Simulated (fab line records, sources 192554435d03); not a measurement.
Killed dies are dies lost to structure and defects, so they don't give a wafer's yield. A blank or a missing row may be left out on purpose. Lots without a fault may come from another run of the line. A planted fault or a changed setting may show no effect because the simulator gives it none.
Problem report in the 8D (eight disciplines) form, filled by code | flow n5_finfet | the parts of the form that need people (team, actions taken, sign-off) are left out

1. THE PROBLEM
spin_speed_rpm at N5_BEOL_M8_COAT_59 reads a mean of 1535.2 rpm on 9 wafers of 3 lots; wafers without a fault read 1499.9 rpm with a standard deviation of 0.97. That is +36 standard deviations from the usual mean.
The step: time 60 s, resist thk 100 nm.
First seen on wafer L725.2, day 12 01:52, on litho_track-04. The record holds 15 wafers of 5 lots with a number at this step. Rule for "out", or "out of limits": more than 4 standard deviations from the usual mean. The other wafers with a number count as sound.

2. WHAT IT IS AND WHAT IT IS NOT
question                    | is                     | is not
which readings at this step | spin_speed_rpm         | -
which lots                  | L725, L728, L729       | L719, L736
which wafers of those lots  | all that have a number | -
read on which tools         | litho_track-04         | litho_track-03
when                        | from day 12 01:52      | up to then (3 sound wafers); but 3 sound wafers of L736 came after

3. SUSPECTS, AND WHAT RULES EACH OUT
Counting: a tool at a process step up to the reading stays a suspect if it ran every lot that is out and no sound lot after the first of them.
- litho_track-04 at N5_BEOL_M8_COAT_59 (time 60 s, resist thk 100 nm): kept. It ran every lot that is out, first L725 (day 12 01:52), and no sound lot after that; its last sound lot up to then is L719 (day 10 22:35). Its own readings are out on those wafers: spin_speed_rpm.
Left after counting: litho_track-04 at N5_BEOL_M8_COAT_59.

4. THE CAUSE (what the simulator had put in)
Process parameter drift: litho_track-04, from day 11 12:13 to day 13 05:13, at N5_BEOL_M8_COAT_59. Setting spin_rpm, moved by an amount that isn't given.
Counting left only this tool.

5. THE CHAIN OF EFFECTS, in route order
Each row: a reading whose mean over the struck wafers that have a number lies more than 3 standard deviations from the usual. Only readings for which the record gives a usual standard deviation are gone through. hours: the time from each lot's start at the first step in this table that gives one to its start at this step, as a median over the lots. sigmas: the change in usual standard deviations.
hours | step               | reading        | usual      | on struck wafers | change | sigmas
0     | N5_BEOL_M8_COAT_59 | spin_speed_rpm | 1499.9 rpm | 1535.2           | +35.3  | +36
The process steps in it:
- N5_BEOL_M8_COAT_59: time 60 s, resist thk 100 nm.

6. WHAT WOULD HAVE CAUGHT IT SOONER
In this record the first reading out of limits was taken at day 12 01:52, 14 hours after the fault began at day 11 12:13.
